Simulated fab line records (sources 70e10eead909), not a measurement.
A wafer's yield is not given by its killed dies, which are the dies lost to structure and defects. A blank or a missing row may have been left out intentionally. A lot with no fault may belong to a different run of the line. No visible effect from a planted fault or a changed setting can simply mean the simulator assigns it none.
Chamber matching || flow nandHarc || NHARC_A_CHANNEL_HOLE_D1_DESCUM_15 on rieDiel-10: 4 sister chambers
The step chemistry O2, time 3 s. 18 wafers are shown with their chamber, then 9 later ones without.

WAFERS WITH THEIR CHAMBER
{"wafer": "L819.2", "chamber": 2, "showerheadPlenumPTorr (Torr)": 1.99, "drypumpMotorCurrentA (A)": 5.6, "rfVppV (V)": 59.0}
{"wafer": "L819.3", "chamber": 3, "showerheadPlenumPTorr (Torr)": 2.02, "drypumpMotorCurrentA (A)": 5.4, "rfVppV (V)": 57.5}
{"wafer": "L819.6", "chamber": 0, "showerheadPlenumPTorr (Torr)": 1.87, "drypumpMotorCurrentA (A)": 6.5, "rfVppV (V)": 57.8}
{"wafer": "L820.2", "chamber": 1, "showerheadPlenumPTorr (Torr)": 1.78, "drypumpMotorCurrentA (A)": 5.9, "rfVppV (V)": 57.0}
{"wafer": "L820.4", "chamber": 0, "showerheadPlenumPTorr (Torr)": 1.87, "drypumpMotorCurrentA (A)": 6.5, "rfVppV (V)": 57.3}
{"wafer": "L820.6", "chamber": 0, "showerheadPlenumPTorr (Torr)": 1.87, "drypumpMotorCurrentA (A)": 6.5, "rfVppV (V)": 56.8}
{"wafer": "L823.2", "chamber": 2, "showerheadPlenumPTorr (Torr)": 1.99, "drypumpMotorCurrentA (A)": 5.6, "rfVppV (V)": 57.8}
{"wafer": "L823.5", "chamber": 0, "showerheadPlenumPTorr (Torr)": 1.87, "drypumpMotorCurrentA (A)": 6.5, "rfVppV (V)": 56.9}
{"wafer": "L823.6", "chamber": 3, "showerheadPlenumPTorr (Torr)": 2.01, "drypumpMotorCurrentA (A)": 5.4, "rfVppV (V)": 57.0}
{"wafer": "L825.4", "chamber": 1, "showerheadPlenumPTorr (Torr)": 1.78, "drypumpMotorCurrentA (A)": 5.9, "rfVppV (V)": 57.4}
{"wafer": "L825.5", "chamber": 0, "showerheadPlenumPTorr (Torr)": 1.87, "drypumpMotorCurrentA (A)": 6.5, "rfVppV (V)": 57.3}
{"wafer": "L825.6", "chamber": 3, "showerheadPlenumPTorr (Torr)": 2.01, "drypumpMotorCurrentA (A)": 5.4, "rfVppV (V)": 58.5}
{"wafer": "L827.2", "chamber": 2, "showerheadPlenumPTorr (Torr)": 1.99, "drypumpMotorCurrentA (A)": 5.7, "rfVppV (V)": 58.7}
{"wafer": "L827.3", "chamber": 3, "showerheadPlenumPTorr (Torr)": 2.01, "drypumpMotorCurrentA (A)": 5.4, "rfVppV (V)": 56.8}
{"wafer": "L827.6", "chamber": 0, "showerheadPlenumPTorr (Torr)": 1.87, "drypumpMotorCurrentA (A)": 6.5, "rfVppV (V)": 57.2}
{"wafer": "L831.1", "chamber": 3, "showerheadPlenumPTorr (Torr)": 2.01, "drypumpMotorCurrentA (A)": 5.4, "rfVppV (V)": 58.2}
{"wafer": "L831.2", "chamber": 0, "showerheadPlenumPTorr (Torr)": 1.87, "drypumpMotorCurrentA (A)": 6.5, "rfVppV (V)": 58.2}
{"wafer": "L831.6", "chamber": 3, "showerheadPlenumPTorr (Torr)": 2.01, "drypumpMotorCurrentA (A)": 5.4, "rfVppV (V)": 58.6}

SIGNATURES, as means of the wafers listed above
{"reading": "showerheadPlenumPTorr", "chamber 0": 1.8700, "chamber 1": 1.7800, "chamber 2": 1.9900, "chamber 3": 2.0117, "scatter within a chamber": 0.00244}
{"reading": "drypumpMotorCurrentA", "chamber 0": 6.500, "chamber 1": 5.900, "chamber 2": 5.633, "chamber 3": 5.400, "scatter within a chamber": 0.0218}
{"reading": "rfVppV", "chamber 0": 57.357, "chamber 1": 57.200, "chamber 2": 58.500, "chamber 3": 57.767, "scatter within a chamber": 0.617}
Rule: for each reading, subtract the chamber's mean from the wafer's reading, divide by that reading's scatter and square the result; add these up over the readings and take the root, which gives the wafer's distance from the chamber. The wafer belongs to the nearest chamber; if the next one is less than 2 further off, it can't be placed. How the scatter is found: for the shown wafers, subtract from each reading the mean of its chamber, square and add these, divide the total by (wafers less chambers), then take the root.

WAFERS WITHOUT THEIR CHAMBER
{"wafer": "L836.1", "showerheadPlenumPTorr (Torr)": 2.01, "drypumpMotorCurrentA (A)": 5.4, "rfVppV (V)": 57.3}
{"wafer": "L836.2", "showerheadPlenumPTorr (Torr)": 1.87, "drypumpMotorCurrentA (A)": 6.5, "rfVppV (V)": 57.6}
{"wafer": "L836.5", "showerheadPlenumPTorr (Torr)": 1.98, "drypumpMotorCurrentA (A)": 5.6, "rfVppV (V)": 58.7}
{"wafer": "L835.1", "showerheadPlenumPTorr (Torr)": 1.98, "drypumpMotorCurrentA (A)": 5.6, "rfVppV (V)": 57.8}
{"wafer": "L835.2", "showerheadPlenumPTorr (Torr)": 1.87, "drypumpMotorCurrentA (A)": 6.5, "rfVppV (V)": 56.1}
{"wafer": "L835.5", "showerheadPlenumPTorr (Torr)": 1.98, "drypumpMotorCurrentA (A)": 5.7, "rfVppV (V)": 58.7}
{"wafer": "L837.1", "showerheadPlenumPTorr (Torr)": 1.87, "drypumpMotorCurrentA (A)": 6.5, "rfVppV (V)": 57.7}
{"wafer": "L837.3", "showerheadPlenumPTorr (Torr)": 1.98, "drypumpMotorCurrentA (A)": 5.6, "rfVppV (V)": 57.2}
{"wafer": "L837.4", "showerheadPlenumPTorr (Torr)": 1.87, "drypumpMotorCurrentA (A)": 6.5, "rfVppV (V)": 56.1}

THE CHAMBER EACH PASSED THROUGH
{"wafer": "L836.1", "from the rows above": 3, "in truth": 3}
{"wafer": "L836.2", "from the rows above": 0, "in truth": 0}
{"wafer": "L836.5", "from the rows above": 2, "in truth": 2}
{"wafer": "L835.1", "from the rows above": 2, "in truth": 2}
{"wafer": "L835.2", "from the rows above": 0, "in truth": 0}
{"wafer": "L835.5", "from the rows above": 2, "in truth": 2}
{"wafer": "L837.1", "from the rows above": 0, "in truth": 0}
{"wafer": "L837.3", "from the rows above": 2, "in truth": 2}
{"wafer": "L837.4", "from the rows above": 0, "in truth": 0}
Placed correctly: 9 of 9. Can't be placed from these rows: 0. 0 placed wrongly.
